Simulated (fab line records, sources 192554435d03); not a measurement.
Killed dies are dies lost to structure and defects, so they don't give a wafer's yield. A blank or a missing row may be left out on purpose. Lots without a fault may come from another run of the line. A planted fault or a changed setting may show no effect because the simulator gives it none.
Chamber matching | flow n5_finfet | N5_FIN_SAQP_ETCH_51 on rie_diel-01: 4 sister chambers
The step etches SiARC in CF4, target depth 45.5 nm, time 75.8 s. 14 wafers are shown with their chamber, then 7 later ones without.

WAFERS WITH THEIR CHAMBER
wafer  | chamber | drypump_motor_current_A (A) | showerhead_plenum_p_Torr (Torr) | etch_rf_on_time_s (s)
L077.2 | 2       | 5.1                         | 2.13                            | 74.6
L077.5 | 2       | 5.1                         | 2.12                            | 74.9
L077.6 | 3       | 6.1                         | 2.13                            | 75.0
L080.2 | 1       | 6.7                         | 2.12                            | 76.6
L080.3 | 2       | 5.1                         | 2.12                            | 76.0
L080.6 | 3       | 6.0                         | 2.13                            | 74.6
L085.2 | 1       | 6.7                         | 2.11                            | 75.4
L085.3 | 3       | 6.0                         | 2.13                            | 74.3
L085.5 | 2       | 5.1                         | 2.12                            | 74.8
L089.1 | 2       | 5.1                         | 2.12                            | 75.6
L089.2 | 1       | 6.7                         | 2.11                            | 76.1
L089.5 | 1       | 6.7                         | 2.11                            | 76.6
L094.2 | 0       | 6.0                         | 2.16                            | 78.4
L094.4 | 3       | 6.0                         | 2.12                            | 73.3

SIGNATURES (means of the wafers above)
reading                  | chamber 0 | chamber 1 | chamber 2 | chamber 3 | scatter within a chamber
drypump_motor_current_A  | 6.000     | 6.700     | 5.100     | 6.025     | 0.0274
showerhead_plenum_p_Torr | 2.1600    | 2.1125    | 2.1220    | 2.1275    | 0.0048
etch_rf_on_time_s        | 78.400    | 76.175    | 75.180    | 74.300    | 0.629
Rule: a wafer's distance from a chamber is the root of the sum, over the readings, of the square of ((its reading less the chamber's mean) divided by the reading's scatter). The wafer belongs to the nearest chamber; if the next one is less than 2 further off, it can't be placed. The scatter: the root of (the sum of the squares of (reading less its chamber's mean) over the shown wafers, divided by (wafers less chambers)).

WAFERS WITHOUT THEIR CHAMBER
wafer  | drypump_motor_current_A (A) | showerhead_plenum_p_Torr (Torr) | etch_rf_on_time_s (s)
L094.5 | 5.1                         | 2.11                            | 74.2
L095.2 | 6.1                         | 2.12                            | 73.6
L095.3 | 6.0                         | 2.16                            | 78.7
L095.4 | 5.2                         | 2.11                            | 74.8
L097.1 | 6.0                         | 2.12                            | 74.0
L097.5 | 6.0                         | 2.16                            | 78.9
L097.6 | 5.1                         | 2.11                            | 74.5

WHICH CHAMBER EACH WENT THROUGH
wafer  | from the rows above | in truth
L094.5 | 2                   | 2
L095.2 | 3                   | 3
L095.3 | 0                   | 0
L095.4 | 2                   | 2
L097.1 | 3                   | 3
L097.5 | 0                   | 0
L097.6 | 2                   | 2
Placed correctly: 7 of 7. Can't be placed from these rows: 0. Placed wrongly: 0.
